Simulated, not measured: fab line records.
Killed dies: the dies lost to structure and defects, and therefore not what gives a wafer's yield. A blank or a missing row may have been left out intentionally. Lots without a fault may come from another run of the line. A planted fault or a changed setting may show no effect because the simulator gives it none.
Matching of chambers ; flow n5 finfet ; N5_BEOL_M1_ALD_98 on ald sin-01: 4 sister chambers
The step deposits SiO2, target thk 2.5 nm, pulse time 1 s, co reactant pulse time 1 s. 33 wafers are shown with their chamber, then 12 later ones without.

WAFERS WITH THEIR CHAMBER
wafer;chamber;heater power w (W);chamber pressure Torr (Torr);precursor pulse height rel
L074.1;2;74;2.008;1.011
L074.2;1;73;1.997;1.004
L074.3;3;86;2.003;0.993
L075.1;0;75;2.001;0.994
L075.3;1;72;1.995;0.987
L075.5;1;73;1.999;1.003
L076.1;0;75;1.995;0.983
L076.4;2;76;2.000;1.011
L076.5;1;72;1.996;1.020
L077.1;1;73;2.008;0.995
L077.3;3;89;2.002;0.987
L077.5;3;88;1.994;0.984
L078.1;3;90;1.999;0.980
L078.5;2;75;2.000;1.024
L078.6;1;72;1.989;0.993
L079.1;1;73;2.004;0.973
L079.3;3;88;1.996;1.019
L079.5;3;90;2.004;0.994
L081.1;1;73;2.003;0.995
L081.3;2;76;2.004;1.000
L081.5;0;74;2.002;1.003
L083.2;0;75;1.993;0.996
L083.3;3;88;2.001;1.045
L083.6;3;87;1.998;0.989
L084.1;0;77;2.000;0.981
L084.5;1;72;2.005;0.980
L084.6;0;75;2.003;1.033
L085.2;1;74;1.995;0.996
L085.3;2;75;1.993;0.981
L085.4;0;74;2.005;1.002
L086.1;1;74;2.000;1.015
L086.3;2;76;2.006;0.975
L086.4;0;75;2.000;0.990

SIGNATURES, as means of the wafers listed above
reading;chamber 0;chamber 1;chamber 2;chamber 3;scatter within a chamber
heater power w;75.00;72.82;75.33;88.25;0.991
chamber pressure Torr;1.99988;1.99918;2.00183;1.99962;0.00472
precursor pulse height rel;0.99775;0.99645;1.00033;0.99887;0.0176
Rule: a wafer lies at a distance from a chamber equal to the root of the sum of squares, over the readings, of (its reading less the chamber's mean, divided by the reading's scatter). If the next closest chamber is less than 2 further off than the closest, the wafer can't be placed; otherwise it belongs to the closest. The scatter: take each reading less its chamber's mean, square it, sum over the shown wafers, divide by the number of wafers less the number of chambers, and take the root.

WAFERS WITHOUT THEIR CHAMBER
wafer;heater power w (W);chamber pressure Torr (Torr);precursor pulse height rel
L088.2;88;1.997;0.999
L088.3;76;2.005;1.001
L088.5;87;2.000;0.971
L089.1;72;1.997;0.996
L089.2;75;2.004;0.966
L089.3;90;1.999;1.006
L092.1;88;1.997;0.988
L092.2;76;1.997;1.007
L092.4;74;2.002;1.029
L091.1;73;1.995;1.001
L091.3;88;2.008;0.986
L091.6;73;2.001;1.013

EACH ONE'S CHAMBER
wafer;from the rows above;in truth
L088.2;3;3
L088.3;can't be placed: 2 or 0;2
L088.5;3;3
L089.1;1;1
L089.2;can't be placed: 0 or 2 or 1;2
L089.3;3;3
L092.1;3;3
L092.2;can't be placed: 2 or 0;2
L092.4;can't be placed: 0 or 2 or 1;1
L091.1;can't be placed: 1 or 0 or 2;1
L091.3;3;3
L091.6;can't be placed: 1 or 0 or 2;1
Correctly placed: 6 of 12. From these rows, 6 cannot be placed; in 6 the true chamber is one of the candidates. 0 placed wrongly.
